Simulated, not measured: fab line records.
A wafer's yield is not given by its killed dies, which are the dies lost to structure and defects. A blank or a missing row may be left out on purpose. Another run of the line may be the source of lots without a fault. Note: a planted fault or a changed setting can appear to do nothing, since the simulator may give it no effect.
Which of the tools did it? / flow n5 finfet / 10 lots with 30 wafers sampled at 2 steps, on a route of 1938 steps

== WHAT EACH GAUGE READ, for each wafer ==
N5_BEOL_M4_RC_MEAS_101.
lot=L327; measured=day 8 11:39; on=prober-02; DIBL_N (mV/V)=35.8 35.9 38.0; DIBL_P (mV/V)=36.9 35.7 39.7; IOFF_N (nA/um)=0.15 0.15 0.19; IOFF_P (nA/um)=0.22 0.19 0.27; ION_N (uA/um)=678 664 675; ION_P (uA/um)=470 457 469; SS_N (mV/dec)=71.6 71.4 72.2; SS_P (mV/dec)=73.6 72.8 74.3; VT_N (mV)=248 249 249; VT_P (mV)=-250 -252 -249
lot=L328; measured=day 8 13:38; on=prober-02; DIBL_N (mV/V)=36.3 37.3 37.1; DIBL_P (mV/V)=35.6 37.0 36.1; IOFF_N (nA/um)=0.16 0.18 0.16; IOFF_P (nA/um)=0.23 0.25 0.22; ION_N (uA/um)=683 680 680; ION_P (uA/um)=474 465 472; SS_N (mV/dec)=71.8 71.7 71.6; SS_P (mV/dec)=73.3 73.5 73.8; VT_N (mV)=247 247 248; VT_P (mV)=-250 -246 -250
lot=L329; measured=day 9 05:44; on=prober-01; DIBL_N (mV/V)=38.3 35.9 36.2; DIBL_P (mV/V)=35.2 32.5 33.4; IOFF_N (nA/um)=0.17 0.13 0.13; IOFF_P (nA/um)=0.21 0.18 0.19; ION_N (uA/um)=679 662 671; ION_P (uA/um)=465 458 460; SS_N (mV/dec)=71.6 71.3 71.5; SS_P (mV/dec)=73.2 71.8 72.3; VT_N (mV)=248 248 251; VT_P (mV)=-249 -251 -250
lot=L340; measured=day 12 06:14; on=prober-02; DIBL_N (mV/V)=35.3 41.1 36.6; DIBL_P (mV/V)=35.2 40.7 37.4; IOFF_N (nA/um)=0.15 0.29 0.17; IOFF_P (nA/um)=0.20 0.29 0.23; ION_N (uA/um)=676 699 674; ION_P (uA/um)=465 466 466; SS_N (mV/dec)=71.4 73.2 71.1; SS_P (mV/dec)=73.8 74.8 73.8; VT_N (mV)=248 240 247; VT_P (mV)=-251 -247 -247
lot=L341; measured=day 12 12:28; on=prober-02; DIBL_N (mV/V)=34.2 33.3 36.3; DIBL_P (mV/V)=33.8 32.6 36.6; IOFF_N (nA/um)=0.13 0.13 0.17; IOFF_P (nA/um)=0.18 0.17 0.23; ION_N (uA/um)=647 657 665; ION_P (uA/um)=455 459 457; SS_N (mV/dec)=70.6 70.6 72.2; SS_P (mV/dec)=72.7 72.4 73.4; VT_N (mV)=253 251 248; VT_P (mV)=-253 -251 -250
lot=L339; measured=day 12 14:43; on=prober-01; DIBL_N (mV/V)=34.1 35.1 34.9; DIBL_P (mV/V)=34.8 36.3 35.6; IOFF_N (nA/um)=0.13 0.14 0.13; IOFF_P (nA/um)=0.16 0.18 0.17; ION_N (uA/um)=669 668 656; ION_P (uA/um)=455 459 444; SS_N (mV/dec)=71.1 70.8 70.9; SS_P (mV/dec)=72.4 72.5 73.1; VT_N (mV)=252 252 254; VT_P (mV)=-256 -256 -255
lot=L346; measured=day 13 06:59; on=prober-02; DIBL_N (mV/V)=33.0 38.4 35.4; DIBL_P (mV/V)=30.8 38.8 34.2; IOFF_N (nA/um)=0.11 0.20 0.13; IOFF_P (nA/um)=0.15 0.27 0.19; ION_N (uA/um)=649 676 670; ION_P (uA/um)=449 463 463; SS_N (mV/dec)=71.1 71.9 71.2; SS_P (mV/dec)=72.6 74.0 72.6; VT_N (mV)=257 248 251; VT_P (mV)=-254 -244 -249
lot=L344; measured=day 14 05:20; on=prober-02; DIBL_N (mV/V)=35.7 35.1 36.1; DIBL_P (mV/V)=34.4 34.1 35.5; IOFF_N (nA/um)=0.15 0.15 0.16; IOFF_P (nA/um)=0.18 0.17 0.19; ION_N (uA/um)=675 665 679; ION_P (uA/um)=458 449 455; SS_N (mV/dec)=71.3 71.9 71.9; SS_P (mV/dec)=73.4 73.3 73.0; VT_N (mV)=250 252 249; VT_P (mV)=-255 -251 -251
lot=L347; measured=day 14 11:01; on=prober-02; DIBL_N (mV/V)=33.9 35.4 34.7; DIBL_P (mV/V)=34.4 37.0 36.1; IOFF_N (nA/um)=0.12 0.14 0.13; IOFF_P (nA/um)=0.17 0.20 0.19; ION_N (uA/um)=661 679 669; ION_P (uA/um)=464 466 466; SS_N (mV/dec)=70.6 70.3 70.5; SS_P (mV/dec)=71.7 72.9 72.2; VT_N (mV)=254 253 254; VT_P (mV)=-253 -249 -252
lot=L348; measured=day 15 03:51; on=prober-02; DIBL_N (mV/V)=38.7 36.5 34.7; DIBL_P (mV/V)=39.5 37.2 35.7; IOFF_N (nA/um)=0.20 0.16 0.13; IOFF_P (nA/um)=0.25 0.22 0.20; ION_N (uA/um)=694 679 661; ION_P (uA/um)=469 470 465; SS_N (mV/dec)=72.4 72.2 71.4; SS_P (mV/dec)=73.6 73.4 72.2; VT_N (mV)=244 250 252; VT_P (mV)=-246 -247 -252

N5_BEOL_M15_CD_MEAS_10 targets a cd of 360 nm.
lot=L327; measured=day 11 23:16; on=cd sem-03; cd nm (nm)=364.0 362.9 361.5
lot=L328; measured=day 12 04:42; on=cd sem-01; cd nm (nm)=360.1 362.9 362.1
lot=L329; measured=day 12 23:09; on=cd sem-03; cd nm (nm)=362.3 362.1 359.3
lot=L340; measured=day 15 13:02; on=cd sem-02; cd nm (nm)=359.1 359.7 362.2
lot=L341; measured=day 15 18:40; on=cd sem-03; cd nm (nm)=362.3 363.6 362.1
lot=L339; measured=day 16 13:00; on=cd sem-01; cd nm (nm)=357.7 358.3 359.9
lot=L346; measured=day 16 15:32; on=cd sem-03; cd nm (nm)=362.1 362.0 361.2
lot=L344; measured=day 17 13:36; on=cd sem-02; cd nm (nm)=360.4 360.1 359.2
lot=L347; measured=day 17 21:29; on=cd sem-02; cd nm (nm)=361.5 358.2 359.5
lot=L348; measured=day 18 11:42; on=cd sem-02; cd nm (nm)=363.5 360.0 361.8

== TOOL THAT RAN EACH LOT (tool first, then ch and the chambers of the sampled wafers, then the start) ==
There is no process step in the record ahead of these readings.

== WHAT THE TOOLS THEMSELVES READ (means of the sampled wafers that have a number; where no wafer has one, the mark that the record gives instead) ==
The record holds no such reading with a usual standard deviation.

== THE ANSWER, worked out from the rows above alone ==
Rule: the usual values come from the lots themselves. The widest of any qualifying gaps counts: lots, ordered by their means at a reading, are off when they make up no more than a third of the lots, leave a main group of 4 or more, and stand apart from it by 3 or more times the standard deviation of that group's means. If all means in a main group match to the digits the tables above print for the reading, that group is not used. A lot without any number at a reading at which 4 lots or more have one is off too. Where the step has rows for the other lots, those lots are counted as sound. First the gauges in route order, then the tools' own readings, where a lot's mean is used as printed above. At the first step where some lot is off, the reading lying furthest off is the one used; lots without a number count as furthest.
None of the lots is off at any reading shown; this tells nothing.

== WHAT THE SIMULATOR PUT IN ==
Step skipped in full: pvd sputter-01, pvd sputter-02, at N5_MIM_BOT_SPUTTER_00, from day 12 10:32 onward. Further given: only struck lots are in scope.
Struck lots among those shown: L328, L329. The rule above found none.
